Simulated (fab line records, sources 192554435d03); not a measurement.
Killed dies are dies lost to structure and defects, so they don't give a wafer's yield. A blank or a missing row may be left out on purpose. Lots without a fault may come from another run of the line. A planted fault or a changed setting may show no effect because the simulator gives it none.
Chamber matching | flow n5_finfet | N5_BEOL_M5_STRIP_64 on rie_diel-01: 4 sister chambers
The step strips in CF4. 14 wafers are shown with their chamber, then 6 later ones without.

WAFERS WITH THEIR CHAMBER
wafer  | chamber | showerhead_plenum_p_Torr (Torr) | drypump_motor_current_A (A) | oes_product_au (a.u.)
L694.4 | 2       | 1.75                            | 5.8                         | 0.71
L694.6 | 3       | 1.79                            | 5.2                         | 0.70
L693.1 | 1       | 1.85                            | 5.5                         | 0.74
L693.4 | 2       | 1.75                            | 5.9                         | 0.71
L695.2 | 0       | 1.84                            | 5.3                         | 0.85
L695.5 | 0       | 1.84                            | 5.3                         | 0.84
L697.1 | 1       | 1.85                            | 5.5                         | 0.74
L697.2 | 3       | 1.79                            | 5.2                         | 0.69
L697.6 | 0       | 1.84                            | 5.3                         | 0.84
L700.2 | 2       | 1.75                            | 5.8                         | 0.71
L700.5 | 0       | 1.84                            | 5.3                         | 0.84
L700.6 | 3       | 1.79                            | 5.2                         | 0.69
L711.1 | 1       | 1.84                            | 5.5                         | 0.72
L711.4 | 1       | 1.84                            | 5.5                         | 0.72

SIGNATURES (means of the wafers above)
reading                  | chamber 0 | chamber 1 | chamber 2 | chamber 3 | scatter within a chamber
showerhead_plenum_p_Torr | 1.8400    | 1.8450    | 1.7500    | 1.7900    | 0.00316
drypump_motor_current_A  | 5.300     | 5.500     | 5.833     | 5.200     | 0.0258
oes_product_au           | 0.8425    | 0.7300    | 0.7100    | 0.6933    | 0.00736
Rule: a wafer's distance from a chamber is the root of the sum, over the readings, of the square of ((its reading less the chamber's mean) divided by the reading's scatter). The wafer belongs to the nearest chamber; if the next one is less than 2 further off, it can't be placed. The scatter: the root of (the sum of the squares of (reading less its chamber's mean) over the shown wafers, divided by (wafers less chambers)).

WAFERS WITHOUT THEIR CHAMBER
wafer  | showerhead_plenum_p_Torr (Torr) | drypump_motor_current_A (A) | oes_product_au (a.u.)
L711.6 | 1.74                            | 5.8                         | 0.69
L713.2 | 1.83                            | 5.3                         | 0.82
L713.3 | 1.74                            | 5.9                         | 0.69
L713.5 | 1.84                            | 5.5                         | 0.72
L715.5 | 1.78                            | 5.2                         | 0.95
L715.6 | 1.84                            | 5.5                         | 0.71

WHICH CHAMBER EACH WENT THROUGH
wafer  | from the rows above | in truth
L711.6 | 2                   | 2
L713.2 | 0                   | 0
L713.3 | 2                   | 2
L713.5 | 1                   | 1
L715.5 | 0                   | 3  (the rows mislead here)
L715.6 | 1                   | 1
Placed correctly: 5 of 6. Can't be placed from these rows: 0. Placed wrongly: 1.
